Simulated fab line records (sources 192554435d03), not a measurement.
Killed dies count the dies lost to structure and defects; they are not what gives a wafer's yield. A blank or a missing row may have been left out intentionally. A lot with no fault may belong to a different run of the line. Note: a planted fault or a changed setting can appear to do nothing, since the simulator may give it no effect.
Chamber matching | flow n5 finfet | rie diel-06 running N5_PMOS_HMC_CHANNEL_EPI_DESCUM_14: 4 sister chambers
The step chemistry O2, time 7.9 s. 4 wafers are shown with their chamber, then 10 later ones without.

## WAFERS PAIRED WITH THEIR CHAMBERS
wafer  | chamber | drypump motor current A (A)
L076.2 | 2       | 5.5
L086.5 | 0       | 5.9
L087.1 | 3       | 6.0
L087.5 | 1       | 6.8

## WAFERS WHOSE CHAMBER IS MISSING
wafer  | drypump motor current A (A)
L087.6 | 5.9
L090.1 | 6.0
L090.4 | 6.0
L090.6 | 6.0
L091.1 | 5.9
L091.2 | 6.0
L091.4 | 6.0
L097.1 | 6.0
L097.4 | 6.8
L097.6 | 5.4

## CHAMBER TAKEN BY EACH
wafer  | from the rows above | in truth
L087.6 | 0                   | 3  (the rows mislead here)
L090.1 | 3                   | 3
L090.4 | 3                   | 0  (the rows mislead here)
L090.6 | 3                   | 3
L091.1 | 0                   | 0
L091.2 | 3                   | 3
L091.4 | 3                   | 3
L097.1 | 3                   | 3
L097.4 | 1                   | 1
L097.6 | 2                   | 2
Correctly placed: 8 of 10. Not placeable from these rows: 0. Wrongly placed: 2.
How it was worked out, from the rows above alone: a wafer's distance from a chamber is the root of the sum, over the readings, of the square of ((its reading less the chamber's mean) divided by the reading's scatter). If the next closest chamber is less than 2 further off than the closest, the wafer can't be placed; otherwise it belongs to the closest. The mean given for a chamber averages the wafers shown for that chamber. The scatter: with one shown wafer a chamber, the root of the mean of the squares of how far each hidden wafer lies from its nearest shown one.
